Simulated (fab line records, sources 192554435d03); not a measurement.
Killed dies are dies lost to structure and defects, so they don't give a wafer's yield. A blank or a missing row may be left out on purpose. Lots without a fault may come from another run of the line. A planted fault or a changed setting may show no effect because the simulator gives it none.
fab line records | flow n5_finfet
record lots=10 wafers=30 last_day=18
route steps=1938 shown BEOL_M13@1679
lots that met no fault: from a run of the same line without faults
start_h: hours from the record's first day to the start of the lot's first wafer shown | wait_h: hours since the lot's step before | " the same as in the row above | L1.1+2: a row that stands for several wafers | - no value, or no start given | * or withheld: withheld | < > ~ a bound
route shown NAME@n: a module of which the file shows steps, and the number in the route of the first | usual: mean/standard deviation of fault-free wafers | same: alike in all rows | chamber/n: place in a boat | sites: the reading at each site | _std_site: their standard deviation | _edge_site: outer sites' mean less inner sites' | radius_mm: how far each site lies from the wafer's centre | mask NAME#n: copy n | behind: the tool/chamber that last shaped the wafer | hold: why the lot was held/for how many hours/how that ended | device: the transistor (n, p or np) that didn't switch | end of line: the same wafers' tests at the end of the route | a step without rows: its recipe alone | killed: dies lost to structure and defects at the first sort, not the wafer's yield | map: a wafer's dies, x killed, . not, _ none there
set.NAME: the setting as run; set.NAME@STEP: as run at that earlier step | model.NAME: the simulator's own value behind a step, which no gauge read
steps of the route over a sample of lots; a table a step, a row a wafer
services: from which hour (start_h, from the record's first day; less than 0 if before it) a tool's chamber was out of use, for how many hours, and why
## steps
# step N5_BEOL_M13_CD_MEAS_17
# recipe target_cd_nm=190 polarity=opening
# usual cd_nm=189.8/1.2
# columns lot.wafer tool chamber start_h wait_h cd_nm
L634.2 cd_sem-02 - 230.53 0.0 191.6
L634.3 " - " " 193.1
L634.4 " - " " 191.6
L636.2 cd_sem-03 - 241.65 0.0 189.0
L636.3 " - " " 189.4
L636.5 " - " " 188.8
L635.4 cd_sem-02 - 257.53 0.0 189.3
L635.5 " - " " 189.6
L635.6 " - " " 190.0
L645.1 cd_sem-01 - 326.05 0.0 189.5
L645.2 " - " " 188.7
L645.3 " - " " 189.3
L646.4 cd_sem-03 - 330.87 0.0 188.9
L646.5 " - " " 189.7
L646.6 " - " " 189.9
L649.3 cd_sem-02 - 330.96 0.0 189.3
L649.4 " - " " 190.0
L649.5 " - " " 189.5
L650.2 cd_sem-03 - 343.98 0.0 190.9
L650.3 " - " " 190.6
L650.4 " - " " 191.5
L653.1 cd_sem-02 - 352.85 0.0 191.4
L653.3 " - " " 191.7
L653.6 " - " " 191.0
L655.2 cd_sem-03 - 379.76 0.0 190.5
L655.3 " - " " 188.5
L655.6 " - " " 189.3
L657.1 cd_sem-03 - 395.33 0.0 189.9
L657.3 " - " " 191.5
L657.6 " - " " 191.5
# step N5_BEOL_M13_DESCUM_33
# recipe chemistry=O2 time_s=7.9 source_power_w=50 bias_power_w=20 pressure_mtorr=20 rf_frequency_hz=2.712e+07 temp_c=40 o2_flow_sccm=225
# usual drypump_motor_current_A=5.5/0.39 oes_product_au=0.80/0.082 rf_vpp_V=243.1/1.2 showerhead_plenum_p_Torr=2.09/0.055 throttle_valve_pct=20.41/0.19
# columns lot.wafer tool chamber start_h wait_h drypump_motor_current_A oes_product_au rf_hours_counter_h rf_vpp_V showerhead_plenum_p_Torr throttle_valve_pct
L634.2 rie_diel-03 0 231.07 0.0 6.2 0.88 23 242.0 2.05 20.16
L634.3 " 1 " " 5.1 0.80 98 243.1 2.11 20.24
L634.4 " 3 " " 5.4 0.74 159 242.3 2.08 20.64
L636.2 rie_diel-05 2 242.18 0.0 5.8 0.80 117 243.8 2.09 20.72
L636.3 " 1 " " 4.9 0.84 75 241.5 2.03 20.21
L636.5 " 2 " " 5.9 0.80 - 244.6 2.09 20.70
L635.4 rie_diel-03 1 257.94 0.0 5.1 0.80 104 243.3 2.11 20.26
L635.5 " 2 " " 5.8 0.68 - 243.8 2.15 20.16
L635.6 " 1 " " 5.1 0.80 - 245.1 2.11 20.26
L645.1 rie_diel-06 0 326.59 0.0 5.4 0.69 247 242.1 2.06 20.72
L645.2 " 1 " " 5.7 0.87 46 245.6 2.22 20.27
L645.3 " 2 " " 5.8 0.74 150 243.2 2.10 20.57
L646.4 rie_diel-03 1 331.28 0.0 5.1 0.77 124 244.7 2.10 20.28
L646.5 " 1 " " 5.1 0.78 - 241.7 2.10 20.28
L646.6 " 0 " " 6.2 0.85 - 242.6 2.04 20.21
L649.3 rie_diel-06 1 331.50 0.0 5.7 0.87 47 245.7 2.22 20.28
L649.4 " 0 " " 5.4 0.69 - 243.2 2.06 20.73
L649.5 " 3 " " 5.2 0.90 - 241.2 2.04 20.42
L650.2 rie_diel-03 0 344.39 0.0 6.2 0.83 54 242.8 2.04 20.22
L650.3 " 2 " " 5.7 0.67 231 245.6 2.14 20.23
L650.4 " 1 " " 5.1 0.77 129 242.5 2.10 20.30
L653.1 rie_diel-06 3 353.34 0.1 5.1 0.88 51 241.2 2.04 20.45
L653.3 " 1 " " 5.7 0.86 56 244.6 2.21 20.29
L653.6 " 1 " " 5.7 0.85 - 245.2 2.21 20.30
L655.2 rie_diel-05 3 380.37 0.1 5.4 0.71 186 243.0 2.08 20.26
L655.3 " 0 " " 4.9 0.93 13 243.5 2.05 20.40
L655.6 " 0 " " 4.9 0.92 - 244.2 2.05 20.39
L657.1 rie_diel-03 0 396.38 0.7 6.2 0.82 70 241.8 2.04 20.24
L657.3 " 2 " " 5.8 0.66 246 244.3 2.14 20.24
L657.6 " 2 " " 5.8 0.66 - 244.2 2.14 20.24
# step N5_BEOL_M13_CMP_49
# recipe stop_on=SiOC t_overpolish_s=17.1 down_force_psi=1 platen_rpm=50 clearing_platen_down_force_psi=1.5 clearing_platen_rpm=50 post_cmp_clean=cu_alkaline target_thk_nm=420 clearing_platen_pad_velocity_m_s=0.99484 pad_velocity_m_s=0.99484
# usual barrier_field_endpoint_s=30.4/0.72 clearing_platen_down_force_psi=1.5001/0.0028 edge_zone_pressure_frac=1.000/0.0047 head_pressure_psi=1.0002/0.0022 motor_current_A=6.1/0.58 overpolish_run_s=17.100/0.0093 platen_rpm=50.00/0.031 slurry_filter_dp_kPa=13.50/0.14
# columns lot.wafer tool chamber start_h wait_h barrier_field_endpoint_s clearing_platen_down_force_psi edge_zone_pressure_frac head_pressure_psi motor_current_A overpolish_run_s platen_rpm slurry_filter_dp_kPa
L634.3 cmp-04 1 234.87 0.2 30.1 1.4999 0.997 1.0026 6.5 17.099 49.97 13.69
L634.2 " 2 " " 31.8 1.5017 0.996 1.0023 5.4 17.097 50.00 13.60
L634.4 " 0 " " 30.3 1.4948 1.006 0.9991 6.2 17.094 49.99 13.42
L636.3 cmp-03 1 249.55 0.2 31.2 1.5019 0.990 0.9978 6.0 17.098 50.02 13.52
L636.2 " 2 " " 31.7 1.4999 1.002 1.0008 6.2 17.079 49.94 13.35
L636.5 " 3 " " 31.6 1.5017 0.992 1.0022 7.2 17.104 49.95 13.36
L635.4 cmp-03 1 262.45 0.2 31.0 1.4998 0.997 0.9976 5.7 17.101 50.02 13.64
L635.6 " 3 " " 31.9 1.4993 0.996 0.9998 7.4 17.100 49.99 13.39
L635.5 " 0 " " 31.5 1.4999 1.001 0.9993 5.7 17.108 50.00 13.64
L645.2 cmp-03 1 329.46 0.2 25.6 1.4942 0.996 1.1607 6.3 17.092 49.95 13.18
L645.1 " 3 " " 30.7 1.5010 0.996 1.0027 7.1 17.109 50.01 13.80
L645.3 " 0 " " 30.9 1.5044 1.000 1.0000 5.6 17.092 50.02 13.52
L646.4 cmp-03 1 334.60 0.2 26.0 1.4998 1.004 1.1595 5.9 17.104 49.96 13.61
L646.5 " 2 " " 30.8 1.4970 0.997 1.0011 6.1 17.108 50.00 13.51
L646.6 " 3 " " 30.7 1.5019 1.006 1.0005 7.3 17.102 50.04 13.24
L649.4 cmp-01 0 337.02 0.2 29.9 1.5046 1.010 1.0005 6.1 17.101 50.03 13.50
L649.3 " 1 " " 30.8 1.5024 1.000 1.0005 6.9 17.104 49.99 13.59
L649.5 " 3 " " 30.2 1.4991 1.000 0.9984 5.2 17.071 49.98 13.63
L650.2 cmp-04 3 348.11 0.2 30.9 1.4993 1.005 0.9999 6.1 17.098 49.96 13.52
L650.4 " 1 " " 29.4 1.4967 1.001 1.0027 6.2 17.091 50.01 13.50
L650.3 " 2 " " 30.7 1.5007 0.997 1.0004 5.6 17.095 50.04 13.46
L653.3 cmp-01 0 357.20 0.2 29.6 1.5013 1.002 0.9987 6.6 17.085 50.00 13.43
L653.1 " 2 " " 30.1 1.5000 1.000 1.0031 6.3 17.121 50.01 13.50
L653.6 " 3 " " 30.1 1.5028 0.994 1.0035 5.3 17.098 49.96 13.52
L655.2 cmp-01 3 383.81 0.3 30.4 1.5020 1.001 1.0048 5.2 17.105 50.01 13.72
L655.3 " 1 " " 31.6 1.4977 1.000 0.9997 6.9 17.096 49.99 13.46
L655.6 " 3 " " 30.2 1.5007 1.003 1.0008 5.3 17.095 50.03 13.33
L657.3 cmp-04 3 399.49 0.2 30.5 1.4962 0.991 1.0022 5.7 17.098 50.03 13.41
L657.1 " 0 " " 29.7 1.4991 0.995 1.0032 6.0 17.098 49.99 13.60
L657.6 " 2 " " 31.1 1.4999 1.009 0.9992 6.0 17.105 50.04 13.38
# step N5_BEOL_M13_INSPECT_55
# recipe inspect_instrument=darkfield mode=post_dep
# usual raw_defect_count=81/29
# columns lot.wafer tool chamber start_h wait_h raw_defect_count
L634.2 defect_inspect-01 - 235.32 0.0 55
L634.3 " - " " 41
L634.4 " - " " 37
L636.2 defect_inspect-02 - 249.92 0.0 77
L636.3 " - " " 103
L636.5 " - " " 85
L635.4 defect_inspect-01 - 262.83 0.0 130
L635.5 " - " " 81
L635.6 " - " " 73
L645.1 defect_inspect-02 - 329.91 0.0 93
L645.2 " - " " 78
L645.3 " - " " 89
L646.4 defect_inspect-02 - 334.94 0.0 118
L646.5 " - " " 67
L646.6 " - " " 130
L649.3 defect_inspect-02 - 337.43 0.0 84
L649.4 " - " " 68
L649.5 " - " " 77
L650.2 defect_inspect-01 - 348.56 0.0 74
L650.3 " - " " 61
L650.4 " - " " 53
L653.1 defect_inspect-01 - 357.61 0.0 132
L653.3 " - " " 100
L653.6 " - " " 111
L655.2 defect_inspect-01 - 384.23 0.0 117
L655.3 " - " " 54
L655.6 " - " " 59
L657.1 defect_inspect-01 - 399.91 0.0 34
L657.3 " - " " 55
L657.6 " - " " 37
## services
# columns tool chamber start_h hours kind
rie_diel-03 0 209.33 4.7 repair
cmp-01 - 217.95 2.7 repair
rie_diel-06 0 235.18 4.9 repair
cmp-03 - 242.73 1.8 repair
rie_diel-03 0 268.47 1.5 repair
rie_diel-05 0 280.12 21.8 repair
cmp-04 - 292.86 3.3 pm
cmp-04 - 300.09 4.0 pm
cmp-03 - 302.53 1.6 repair
cmp-04 - 304.09 - consumable_replace:conditioner
cmp-01 - 308.32 0.7 repair
cmp-03 - 312.25 4.0 pm
cmp-03 - 316.25 - consumable_replace:conditioner
cmp-03 - 316.25 - consumable_replace:pad
rie_diel-06 2 329.05 5.4 repair
cmp-03 - 349.42 0.8 repair
rie_diel-05 2 354.62 15.6 repair
cmp-01 - 363.20 7.0 pm
rie_diel-03 2 386.88 6.2 repair
cmp-03 - 388.65 4.1 repair
rie_diel-05 3 389.90 4.8 repair
cmp-01 - 390.17 4.0 pm
rie_diel-05 - 392.84 14.6 pm
rie_diel-06 0 395.14 6.6 repair
## key
first_sign step=N5_BEOL_M13_CMP_49 reading=head_pressure_psi direction=up sigmas=72 usual=1.0002 struck=1.1601
effect step=N5_BEOL_M13_CMP_49 reading=barrier_field_endpoint_s direction=down sigmas=6.3 usual=30.4 struck=25.8
met_at N5_BEOL_M13_CMP_49
struck_lots L645,L646
struck_wafers L645.2,L646.4
not_acting_at N5_BEOL_M13_CD_MEAS_17,N5_BEOL_M13_DESCUM_33,N5_BEOL_M13_INSPECT_55
onset_between 262.45 329.46
fault kind=process_parameter_drift tool=cmp-03 chamber=1 onset_h=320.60 steps=N5_BEOL_M13_CMP_49 channel=down_force_psi offset=0.16105 shape=step end_h=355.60 acts_in=these_recipes_only stated=1
